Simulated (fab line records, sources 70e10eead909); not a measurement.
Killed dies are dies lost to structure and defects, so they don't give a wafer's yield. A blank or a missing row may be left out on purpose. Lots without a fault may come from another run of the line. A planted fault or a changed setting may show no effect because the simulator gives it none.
Chamber matching | flow nand_harc | NHARC_A_M0_ETCH_34 on rie_diel-06: 4 sister chambers
The step etches the open film in N2/H2, target depth 40 nm, overetch 12 nm, time 43.94 s. 4 wafers are shown with their chamber, then 7 later ones without.

WAFERS WITH THEIR CHAMBER
wafer  | chamber | showerhead_plenum_p_Torr (Torr)
L253.1 | 0       | 2.06
L255.1 | 1       | 2.01
L256.5 | 2       | 1.92
L258.5 | 3       | 2.10

WAFERS WITHOUT THEIR CHAMBER
wafer  | showerhead_plenum_p_Torr (Torr)
L258.6 | 2.06
L259.1 | 2.06
L259.2 | 1.91
L259.3 | 2.10
L268.3 | 2.06
L268.5 | 2.06
L268.6 | 2.10

WHICH CHAMBER EACH WENT THROUGH
wafer  | from the rows above | in truth
L258.6 | 0                   | 0
L259.1 | 0                   | 0
L259.2 | 2                   | 2
L259.3 | 3                   | 3
L268.3 | 0                   | 0
L268.5 | 0                   | 0
L268.6 | 3                   | 3
Placed correctly: 7 of 7. Can't be placed from these rows: 0. Placed wrongly: 0.
How it was worked out, from the rows above alone: a wafer's distance from a chamber is the root of the sum, over the readings, of the square of ((its reading less the chamber's mean) divided by the reading's scatter). The wafer belongs to the nearest chamber; if the next one is less than 2 further off, it can't be placed. A chamber's mean is the mean of its shown wafers. The scatter: with one shown wafer a chamber, the root of the mean of the squares of how far each hidden wafer lies from its nearest shown one.
